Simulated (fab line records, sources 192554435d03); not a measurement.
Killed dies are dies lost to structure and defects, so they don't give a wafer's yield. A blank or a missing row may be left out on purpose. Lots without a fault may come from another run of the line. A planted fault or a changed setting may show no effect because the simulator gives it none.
Which tool did it? | flow n5_finfet | 14 lots, 42 wafers sampled, at 7 steps of a route of 1938

WHAT THE GAUGES READ, wafer by wafer
N5_SD_EPI_P_EPI_MEAS_23.
lot  | measured    | on            | thk_nm (nm)
L611 | day 3 19:50 | film_metro-02 | 60.4 60.4 60.5
L614 | day 4 11:40 | film_metro-01 | 62.6 60.5 61.3
L613 | day 4 13:05 | film_metro-01 | 61.1 60.0 63.1
L616 | day 5 01:02 | film_metro-02 | 61.7 61.8 62.7
L619 | day 5 19:38 | film_metro-02 | 59.3 61.3 61.7
L620 | day 6 00:37 | film_metro-02 | 61.1 59.3 61.0
L622 | day 6 10:07 | film_metro-01 | 75.9 59.8 77.0
L623 | day 6 13:44 | film_metro-02 | 60.9 61.4 62.2
L624 | day 6 22:01 | film_metro-01 | 77.2 76.0 61.4
L627 | day 7 17:36 | film_metro-02 | 61.1 61.3 59.8
L630 | day 8 11:34 | film_metro-01 | 60.2 59.7 62.7
L631 | day 8 17:57 | film_metro-01 | 58.9 60.4 60.6
L632 | day 8 23:05 | film_metro-02 | 60.6 60.7 58.0
L633 | day 9 06:18 | film_metro-01 | 61.7 63.3 60.8

N5_SD_ACTIVATION_RS_MEAS_03: measures by four-point-probe.
lot  | measured    | on            | RS_SD_N (ohm/sq)  | RS_SD_P (ohm/sq)
L611 | day 3 22:32 | film_metro-01 | 21.97 21.57 22.02 | 54.3 54.6 55.3
L614 | day 4 12:31 | film_metro-02 | 21.70 22.06 21.99 | 55.8 55.7 55.9
L613 | day 4 13:41 | film_metro-02 | 21.94 21.75 22.12 | 55.8 55.2 54.5
L616 | day 5 01:47 | film_metro-02 | 21.66 22.22 21.83 | 55.5 54.8 55.9
L619 | day 5 20:23 | film_metro-01 | 22.27 21.94 21.74 | 56.0 56.4 56.4
L620 | day 6 01:13 | film_metro-02 | 22.06 22.13 21.97 | 55.6 56.3 55.1
L622 | day 6 11:16 | film_metro-01 | 21.85 21.89 21.79 | 44.0 56.1 44.2
L623 | day 6 14:34 | film_metro-02 | 21.83 22.04 21.80 | 56.5 56.5 56.3
L624 | day 6 22:53 | film_metro-01 | 21.53 21.60 21.52 | 43.8 43.7 55.1
L627 | day 7 18:13 | film_metro-02 | 21.71 21.95 22.02 | 56.8 56.9 55.9
L630 | day 8 12:10 | film_metro-02 | 21.60 21.75 21.49 | 55.2 55.3 55.5
L631 | day 8 18:35 | film_metro-02 | 22.04 21.95 21.98 | 57.1 57.3 57.9
L632 | day 8 23:43 | film_metro-01 | 22.37 21.73 21.79 | 55.6 55.8 55.8
L633 | day 9 06:56 | film_metro-02 | 22.28 21.79 22.00 | 55.2 55.4 56.1

N5_BEOL_M4_RC_MEAS_101.
lot  | measured     | on        | DIBL_N (mV/V)  | DIBL_P (mV/V)  | IOFF_N (nA/um)    | IOFF_P (nA/um) | ION_N (uA/um) | ION_P (uA/um) | RS_SD_P (ohm/sq) | SS_N (mV/dec)  | SS_P (mV/dec)  | VT_N (mV)         | VT_P (mV)
L611 | day 9 11:22  | prober-02 | 36.7 37.9 36.8 | 37.4 38.7 37.3 | 0.161 0.190 0.162 | 0.24 0.26 0.23 | 684 687 678   | 475 467 468   | 63.9 64.1 65.4   | 72.0 71.9 71.4 | 73.4 74.0 74.3 | 247.5 248.9 249.6 | -247 -249 -249
L614 | day 9 17:05  | prober-01 | 36.7 36.6 36.4 | 36.7 36.2 36.4 | 0.185 0.163 0.179 | 0.25 0.23 0.25 | 695 679 695   | 475 466 477   | 65.2 64.9 64.1   | 72.2 71.9 71.0 | 73.9 72.6 72.6 | 247.5 250.2 246.5 | -249 -249 -246
L613 | day 9 23:38  | prober-01 | 36.5 37.5 36.6 | 35.2 37.4 34.6 | 0.145 0.176 0.138 | 0.20 0.24 0.19 | 677 690 674   | 465 477 460   | 64.4 64.5 64.0   | 71.7 71.7 71.2 | 73.1 73.4 73.4 | 253.5 246.0 252.7 | -251 -247 -251
L616 | day 10 18:52 | prober-01 | 36.2 37.5 36.2 | 35.5 37.2 35.9 | 0.137 0.155 0.140 | 0.18 0.21 0.18 | 668 684 673   | 456 468 459   | 65.3 64.8 65.0   | 71.4 71.9 71.1 | 73.1 73.3 72.8 | 252.1 253.2 251.5 | -252 -252 -253
L619 | day 10 16:16 | prober-01 | 34.2 34.5 35.3 | 35.7 36.1 37.5 | 0.151 0.159 0.177 | 0.23 0.23 0.26 | 686 670 692   | 468 470 475   | 66.8 66.7 66.4   | 71.2 71.8 71.6 | 72.6 72.4 72.8 | 248.1 245.6 247.1 | -247 -248 -246
L620 | day 11 11:13 | prober-02 | 37.4 36.9 37.3 | 35.5 35.0 35.6 | 0.168 0.162 0.174 | 0.23 0.21 0.23 | 683 680 682   | 466 466 465   | 64.9 66.1 65.6   | 70.9 71.2 71.6 | 73.8 73.2 73.8 | 249.0 248.9 250.0 | -249 -247 -247
L622 | day 12 05:26 | prober-01 | 37.2 35.8 36.2 | 37.3 36.4 36.6 | 0.182 0.173 0.173 | 0.29 0.24 0.26 | 680 680 677   | 484 472 475   | 51.7 65.9 51.7   | 71.3 71.3 71.1 | 73.5 73.9 72.8 | 248.5 249.2 247.7 | -242 -245 -242
L623 | day 11 12:14 | prober-01 | 34.5 34.2 33.8 | 34.8 34.3 34.0 | 0.155 0.146 0.141 | 0.19 0.18 0.17 | 679 681 670   | 468 459 459   | 66.1 67.0 66.0   | 71.6 70.7 71.5 | 73.8 72.8 72.9 | 249.4 247.7 248.8 | -252 -255 -256
L624 | day 12 12:53 | prober-02 | 37.1 36.4 34.7 | 36.9 36.4 34.0 | 0.156 0.154 0.120 | 0.25 0.23 0.18 | 666 671 660   | 469 467 453   | 51.4 51.7 64.9   | 71.4 72.1 70.6 | 74.0 73.0 73.4 | 250.1 252.0 254.0 | -245 -247 -253
L627 | day 13 11:38 | prober-02 | 35.0 35.3 34.5 | 35.0 35.0 33.3 | 0.143 0.149 0.137 | 0.25 0.23 0.21 | 674 677 687   | 464 472 473   | 65.9 65.7 66.1   | 72.2 71.7 71.4 | 73.6 73.6 73.2 | 251.8 252.1 250.9 | -248 -247 -248
L630 | day 13 20:59 | prober-02 | 38.3 37.7 38.1 | 38.4 38.6 38.6 | 0.206 0.195 0.199 | 0.26 0.26 0.26 | 675 675 692   | 463 467 474   | 64.5 65.8 64.8   | 72.1 72.2 71.5 | 74.6 73.5 73.9 | 247.8 247.5 244.4 | -247 -249 -245
L631 | day 14 03:20 | prober-02 | 37.2 37.1 35.9 | 37.3 36.7 34.6 | 0.186 0.174 0.154 | 0.26 0.25 0.22 | 691 683 689   | 481 473 474   | 67.1 66.9 67.8   | 71.4 71.6 70.7 | 74.0 74.1 73.9 | 247.1 249.6 253.2 | -246 -247 -250
L632 | day 13 19:12 | prober-01 | 35.7 37.4 36.5 | 36.1 37.9 36.6 | 0.147 0.182 0.170 | 0.25 0.28 0.26 | 673 675 667   | 469 473 464   | 64.9 65.4 65.7   | 71.2 71.5 71.8 | 73.3 74.0 73.9 | 249.2 246.1 247.4 | -246 -245 -246
L633 | day 14 19:49 | prober-02 | 38.2 34.8 39.5 | 39.2 34.9 40.7 | 0.187 0.119 0.208 | 0.29 0.20 0.34 | 688 665 685   | 471 470 478   | 65.2 65.2 64.5   | 71.6 70.4 71.7 | 74.1 72.6 74.1 | 249.0 251.8 247.2 | -242 -248 -243

WHICH TOOL RAN EACH LOT (tool, then ch and the chambers of the sampled wafers, then the start)
lot  | N5_SD_EPI_P_ETCH_47               | N5_SD_EPI_P_ETCH_16               | N5_SD_EPI_P_EPI_21             | N5_ILD0_LINER_00
L611 | rie_diel-05 ch 0,2,3, day 3 14:40 | rie_diel-05 ch 0,2,3, day 3 14:46 | epi_rpcvd-01 ch 0, day 3 17:53 | ald_sin-04 ch 0,1,3, day 3 22:50
L614 | rie_diel-04 ch 0,2, day 4 07:47   | rie_diel-04 ch 0,2, day 4 07:53   | epi_rpcvd-01 ch 0, day 4 08:45 | ald_sin-04 ch 0,3, day 4 12:53
L613 | rie_diel-02 ch 0,3, day 4 08:08   | rie_diel-02 ch 0,3, day 4 08:14   | epi_rpcvd-02 ch 0, day 4 10:10 | ald_sin-04 ch 0,1, day 4 14:20
L616 | rie_diel-05 ch 0,1,3, day 4 22:01 | rie_diel-05 ch 0,1,3, day 4 22:07 | epi_rpcvd-03 ch 0, day 4 22:51 | ald_sin-04 ch 0,1,2, day 5 02:31
L619 | rie_diel-04 ch 2,3, day 5 16:36   | rie_diel-04 ch 2,3, day 5 16:42   | epi_rpcvd-02 ch 0, day 5 17:26 | ald_sin-01 ch 2,3, day 5 20:44
L620 | rie_diel-02 ch 0,3, day 5 21:35   | rie_diel-02 ch 0,3, day 5 21:41   | epi_rpcvd-02 ch 0, day 5 22:25 | ald_sin-04 ch 0,1,2, day 6 01:38
L622 | rie_diel-05 ch 1,2,3, day 6 07:03 | rie_diel-05 ch 1,2,3, day 6 07:09 | epi_rpcvd-03 ch 0, day 6 07:54 | ald_sin-02 ch 0,2,3, day 6 11:38
L623 | rie_diel-02 ch 1,2, day 6 10:43   | rie_diel-02 ch 1,2, day 6 10:49   | epi_rpcvd-02 ch 0, day 6 12:16 | ald_sin-01 ch 0,1,3, day 6 14:53
L624 | rie_diel-05 ch 0,1,2, day 6 18:59 | rie_diel-05 ch 0,1,2, day 6 19:05 | epi_rpcvd-03 ch 0, day 6 19:49 | ald_sin-01 ch 0,1,3, day 6 23:34
L627 | rie_diel-05 ch 0,1,2, day 7 14:33 | rie_diel-05 ch 0,1,2, day 7 14:39 | epi_rpcvd-02 ch 0, day 7 15:23 | ald_sin-01 ch 1,2,3, day 7 18:34
L630 | rie_diel-05 ch 0,1,3, day 8 08:32 | rie_diel-05 ch 0,1,3, day 8 08:38 | epi_rpcvd-02 ch 0, day 8 09:22 | ald_sin-02 ch 0,1, day 8 12:32
L631 | rie_diel-02 ch 0,1,3, day 8 12:58 | rie_diel-02 ch 0,1,3, day 8 13:04 | epi_rpcvd-01 ch 0, day 8 15:21 | ald_sin-01 ch 0,1, day 8 19:13
L632 | rie_diel-05 ch 0,1, day 8 20:03   | rie_diel-05 ch 0,1, day 8 20:09   | epi_rpcvd-02 ch 0, day 8 20:53 | ald_sin-02 ch 1,3, day 9 01:05
L633 | rie_diel-05 ch 0,1,3, day 9 03:13 | rie_diel-05 ch 0,1,3, day 9 03:19 | epi_rpcvd-03 ch 0, day 9 04:28 | ald_sin-02 ch 0,2,3, day 9 07:16
- N5_SD_EPI_P_ETCH_47: etches SiOCN in CH3F/O2, target depth 25 nm.
- N5_SD_EPI_P_ETCH_16: etches SiO2 in CHF3/O2, target depth 5 nm.
- N5_SD_EPI_P_EPI_21: deposits SiGe:B, time 355 s.
- N5_ILD0_LINER_00: material SiNx, target thk 4 nm, pulse time 1 s, purge time 2 s.

WHAT THE TOOLS THEMSELVES READ (means of the sampled wafers that have a number; where no wafer has one, the mark that the record gives instead)
N5_SD_EPI_P_ETCH_47.
lot  | tool        | drypump_motor_current_A (A) | oes_o_777_au (a.u.) | oes_product_au (a.u.) | rf_vpp_V (V) | showerhead_plenum_p_Torr (Torr) | throttle_valve_pct (%)
L611 | rie_diel-05 | 5.5                         | 0.72                | 0.72                  | 127.9        | 1.99                            | 16.48
L614 | rie_diel-04 | 5.9                         | 0.76                | 0.76                  | 128.4        | 2.04                            | 16.43
L613 | rie_diel-02 | 5.6                         | 0.74                | 0.73                  | 127.4        | 2.00                            | 16.62
L616 | rie_diel-05 | 5.9                         | 0.72                | 0.72                  | 129.3        | 1.99                            | 16.58
L619 | rie_diel-04 | 5.6                         | 0.76                | 0.76                  | 129.3        | 2.02                            | 16.46
L620 | rie_diel-02 | 5.6                         | 0.74                | 0.73                  | 126.3        | 1.99                            | 16.65
L622 | rie_diel-05 | 5.9                         | 0.71                | 0.71                  | 128.1        | 1.98                            | 16.55
L623 | rie_diel-02 | 5.8                         | 0.72                | 0.72                  | 127.2        | 1.93                            | 16.27
L624 | rie_diel-05 | 5.9                         | 0.70                | 0.71                  | 129.0        | 1.98                            | 16.45
L627 | rie_diel-05 | 5.9                         | 0.70                | 0.70                  | 127.7        | 1.98                            | 16.45
L630 | rie_diel-05 | 5.9                         | 0.70                | 0.70                  | 127.8        | 1.98                            | 16.62
L631 | rie_diel-02 | 5.5                         | 0.80                | 0.80                  | 126.7        | 2.04                            | 16.41
L632 | rie_diel-05 | 5.8                         | 0.69                | 0.69                  | 128.7        | 1.97                            | 16.52
L633 | rie_diel-05 | 5.9                         | 0.69                | 0.70                  | 128.7        | 1.98                            | 16.62

N5_SD_EPI_P_ETCH_16.
lot  | tool        | drypump_motor_current_A (A) | oes_o_777_au (a.u.) | oes_product_au (a.u.) | rf_vpp_V (V) | showerhead_plenum_p_Torr (Torr) | throttle_valve_pct (%)
L611 | rie_diel-05 | 5.5                         | 0.72                | 0.73                  | 527          | 2.39                            | 19.05
L614 | rie_diel-04 | 5.9                         | 0.77                | 0.76                  | 527          | 2.45                            | 18.98
L613 | rie_diel-02 | 5.6                         | 0.74                | 0.73                  | 522          | 2.41                            | 19.20
L616 | rie_diel-05 | 5.9                         | 0.71                | 0.72                  | 531          | 2.39                            | 19.15
L619 | rie_diel-04 | 5.5                         | 0.76                | 0.76                  | 528          | 2.43                            | 19.03
L620 | rie_diel-02 | 5.6                         | 0.73                | 0.73                  | 522          | 2.40                            | 19.22
L622 | rie_diel-05 | 5.9                         | 0.72                | 0.72                  | 527          | 2.39                            | 19.12
L623 | rie_diel-02 | 5.8                         | 0.72                | 0.72                  | 524          | 2.33                            | 18.81
L624 | rie_diel-05 | 5.8                         | 0.70                | 0.71                  | 526          | 2.38                            | 18.99
L627 | rie_diel-05 | 5.9                         | 0.70                | 0.70                  | 527          | 2.38                            | 19.02
L630 | rie_diel-05 | 5.9                         | 0.70                | 0.70                  | 531          | 2.38                            | 19.19
L631 | rie_diel-02 | 5.5                         | 0.79                | 0.80                  | 524          | 2.45                            | 19.00
L632 | rie_diel-05 | 5.8                         | 0.69                | 0.70                  | 529          | 2.38                            | 19.07
L633 | rie_diel-05 | 5.9                         | 0.70                | 0.70                  | 530          | 2.38                            | 19.20

N5_ILD0_LINER_00.
lot  | tool       | heater_power_w (W) | precursor_pulse_height_rel
L611 | ald_sin-04 | 843                | 0.997
L614 | ald_sin-04 | 870                | 1.008
L613 | ald_sin-04 | 900                | 1.013
L616 | ald_sin-04 | 860                | 1.008
L619 | ald_sin-01 | 803                | 1.007
L620 | ald_sin-04 | 858                | 1.011
L622 | ald_sin-02 | 832                | 1.017
L623 | ald_sin-01 | 854                | 1.005
L624 | ald_sin-01 | 851                | 0.985
L627 | ald_sin-01 | 831                | 0.982
L630 | ald_sin-02 | 851                | 1.000
L631 | ald_sin-01 | 862                | 0.992
L632 | ald_sin-02 | 730                | 1.009
L633 | ald_sin-02 | 851                | 0.998

THE ANSWER, worked out from the rows above alone
Rule: what is usual is taken from the lots themselves. Put in order of their means at a reading, lots are off if they are a third of the lots or fewer, leave a main group of 4 or more, and stand apart from it by a gap of 3 or more times the standard deviation of the main group's means; of several such gaps the widest counts. A main group whose means are all the same, to the digits that the tables above print for the reading, isn't used. A lot without any number at a reading at which 4 lots or more have one is off too. The other lots that the step has rows for count as sound. The gauges are gone through in route order, then the tools' own readings, and for those a lot's mean is taken as printed above. The first step at which some lot is off is used, and at that step the reading that is off furthest; a lot without a number counts as furthest.
Off: L622, L624, at N5_SD_EPI_P_EPI_MEAS_23 (thk_nm). The main group: mean 60.9 nm, standard deviation 0.7.
A tool fits if, at a process step before that reading, it ran every lot that is off, and no sound lot after the first of them. The gauges at N5_SD_EPI_P_EPI_MEAS_23 aren't tried: what is off there is off at N5_BEOL_M4_RC_MEAS_101 too, on other tools, and a gauge's error can't cause that. None of those tried fits.

WHAT THE SIMULATOR HAD PUT IN
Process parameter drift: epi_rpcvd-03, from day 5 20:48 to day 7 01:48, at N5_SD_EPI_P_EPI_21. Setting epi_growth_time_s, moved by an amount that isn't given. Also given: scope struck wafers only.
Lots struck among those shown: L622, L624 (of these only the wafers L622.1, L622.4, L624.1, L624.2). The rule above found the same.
